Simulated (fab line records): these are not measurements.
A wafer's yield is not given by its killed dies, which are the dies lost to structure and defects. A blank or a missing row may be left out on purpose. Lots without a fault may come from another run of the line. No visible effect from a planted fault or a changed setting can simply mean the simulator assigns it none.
A lot that was struck, set against a sound lot | flow n5 finfet | 15 steps out of a route of 1938
Sound: the wafers L450.1, L450.3, L450.4. Struck: wafer L457.5. The cause comes at the end.
Per side, at each step with rows, come the tool, then ch with its chambers, and then its first start. Under that, the readings that differ: sound wafers | struck wafers | difference of the means | sigmas: that difference in standard deviations of wafers without a fault.
alike: readings whose means differ by less than 2 such deviations, and words and numbers that are the same on both sides. not compared: withheld readings, readings that some wafer has no value for, bounds like >300 that may hide the same value, and numbers for which the record gives no deviation and whose values overlap.
A row with sigmas, a row that says differs or no value, or rows on one side alone: a step with any of these is where the two part. Non-overlapping numbers with no deviation appear without sigmas and do not part them. A reading missing from all wafers of one side parts the sides only when that side holds two or more wafers.

N5_BEOL_M11_CMP_52: polishes, stops on SiCOH lowk, t overpolish 7 s, target thk 140 nm.
  sound on cmp-04 ch 0,2,3, day 10 17:52; struck on cmp-04 ch 2, day 12 10:50
  reading            | sound             | struck | difference | sigmas
  slurry flow ml min | 150.2 150.8 149.7 | 149.0  | -1.2       | -3
  alike: barrier field endpoint s, motor current A, overpolish run s, time to endpoint s
N5_BEOL_M11_THK_MEAS_53: measures by xrf.
  sound on film metro-02 at day 10 18:10; struck on film metro-01 at day 12 10:56
  alike: M11_THK
then, 1 step without rows for these wafers: N5_BEOL_M11_PRE_CLEAN_55 (time 15 s).
N5_BEOL_M11_DEP_56: deposits SiCN from 3MS/NH3, target thk 30 nm, time 10.5 s.
  sound on pecvd-02 ch 0,1,2, day 10 18:13; struck on pecvd-02 ch 1, day 12 11:01
  alike: rf fwd power W, showerhead plenum p Torr, throttle valve pct
N5_BEOL_M11_RS_MEAS_57: the measuring method here is four-point-probe.
  sound on film metro-02 at day 10 18:17; struck on film metro-01 at day 12 11:04
  alike: M11_RS
N5_BEOL_M11_INSPECT_58: inspects for defects (darkfield).
  sound on defect inspect-01 at day 10 18:19; struck on defect inspect-02 at day 12 11:05
  alike: raw defect count
N5_BEOL_M12_ILD_DEP_00: deposits SiOC from DEMS/O2, target thk 658.92 nm, time 130.7 s.
  sound on pecvd-04 ch 0,1, day 10 18:20; struck on pecvd-03 ch 0, day 12 11:11
  alike: heater power w, rf fwd power W, showerhead plenum p Torr, throttle valve pct
N5_BEOL_M12_THK_MEAS_01:
  sound on film metro-01 at day 10 18:28; struck on film metro-01 at day 12 11:16
  alike: M12_ILD_THK
then, 4 steps without rows for these wafers: N5_BEOL_M12_COAT_58 (time 60 s, resist thk 89 nm); N5_BEOL_M12_COAT_04 (resist thk 400 nm); N5_BEOL_M12_EBR_06; N5_BEOL_M12_SOFTBAKE_05 (time 60 s).
N5_BEOL_M12_EXPOSE_07: exposes mask V11.
  sound on krf scanner-01 ch 0, day 10 18:44; struck on krf scanner-02 ch 0, day 12 11:25
  reading              | sound                | struck | difference | sigmas
  exposure dose mJ cm2 | 32.483 32.529 32.445 | 32.647 | +0.161     | +6
  alike: mask
then, 1 step without rows for these wafers: N5_BEOL_M12_PEB_08 (peb time 90 s).
N5_PASSIVATION_PROBE_49:
  rows exist in the record for the sound wafers here (prober-02, day 12 13:09), none for the struck ones

== WHERE THEY PART ==
First at N5_BEOL_M11_CMP_52; last, within this record, at N5_PASSIVATION_PROBE_49.

WHY: the cause the simulator had injected
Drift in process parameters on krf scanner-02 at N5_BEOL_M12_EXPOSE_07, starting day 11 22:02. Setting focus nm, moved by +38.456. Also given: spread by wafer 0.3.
